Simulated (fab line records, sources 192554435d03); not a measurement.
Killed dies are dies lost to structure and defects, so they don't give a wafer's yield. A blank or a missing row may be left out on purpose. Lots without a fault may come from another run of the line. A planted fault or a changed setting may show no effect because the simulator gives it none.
Chamber matching | flow n5_finfet | N5_SPACER0_ALD_00 on ald_sin-02: 4 sister chambers
The step deposits SiOCN, target thk 3.5 nm, pulse time 3 s, purge time 2 s. 18 wafers are shown with their chamber, then 9 later ones without.

WAFERS WITH THEIR CHAMBER
wafer  | chamber | heater_power_w (W) | precursor_pulse_height_rel
L075.1 | 0       | 820                | 1.003
L075.2 | 2       | 794                | 0.988
L075.4 | 3       | 901                | 1.049
L080.2 | 1       | 913                | 0.990
L080.4 | 1       | 890                | 0.975
L080.5 | 3       | 883                | 0.981
L082.1 | 0       | 835                | 1.004
L082.4 | 2       | 790                | 1.017
L082.6 | 1       | 917                | 1.011
L085.2 | 0       | 853                | 0.973
L085.3 | 1       | 901                | 0.991
L085.6 | 1       | 911                | 0.996
L086.3 | 1       | 911                | 1.002
L086.4 | 3       | 895                | 1.003
L086.6 | 1       | 865                | 1.011
L089.1 | 2       | 808                | 0.955
L089.3 | 0       | 818                | 0.975
L089.4 | 1       | 891                | 1.005

SIGNATURES (means of the wafers above)
reading                    | chamber 0 | chamber 1 | chamber 2 | chamber 3 | scatter within a chamber
heater_power_w             | 831.50    | 899.88    | 797.33    | 893.00    | 15.2
precursor_pulse_height_rel | 0.98875   | 0.99762   | 0.98667   | 1.01100   | 0.0211
Rule: a wafer's distance from a chamber is the root of the sum, over the readings, of the square of ((its reading less the chamber's mean) divided by the reading's scatter). The wafer belongs to the nearest chamber; if the next one is less than 2 further off, it can't be placed. The scatter: the root of (the sum of the squares of (reading less its chamber's mean) over the shown wafers, divided by (wafers less chambers)).

WAFERS WITHOUT THEIR CHAMBER
wafer  | heater_power_w (W) | precursor_pulse_height_rel
L090.2 | 812                | 0.977
L090.5 | 889                | 0.994
L090.6 | 834                | 1.001
L093.1 | 882                | 0.975
L093.3 | 817                | 1.031
L093.4 | 912                | 0.985
L097.2 | 909                | 0.988
L097.4 | 813                | 0.990
L097.5 | 899                | 0.993

WHICH CHAMBER EACH WENT THROUGH
wafer  | from the rows above          | in truth
L090.2 | can't be placed: 2 or 0      | 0
L090.5 | can't be placed: 1 or 3      | 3
L090.6 | can't be placed: 0 or 2      | 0
L093.1 | can't be placed: 1 or 3 or 0 | 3
L093.3 | can't be placed: 0 or 2      | 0
L093.4 | can't be placed: 1 or 3      | 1
L097.2 | can't be placed: 1 or 3      | 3
L097.4 | can't be placed: 2 or 0      | 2
L097.5 | can't be placed: 1 or 3      | 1
Placed correctly: 0 of 9. Can't be placed from these rows: 9 (the true chamber is among the candidates in 9). Placed wrongly: 0.
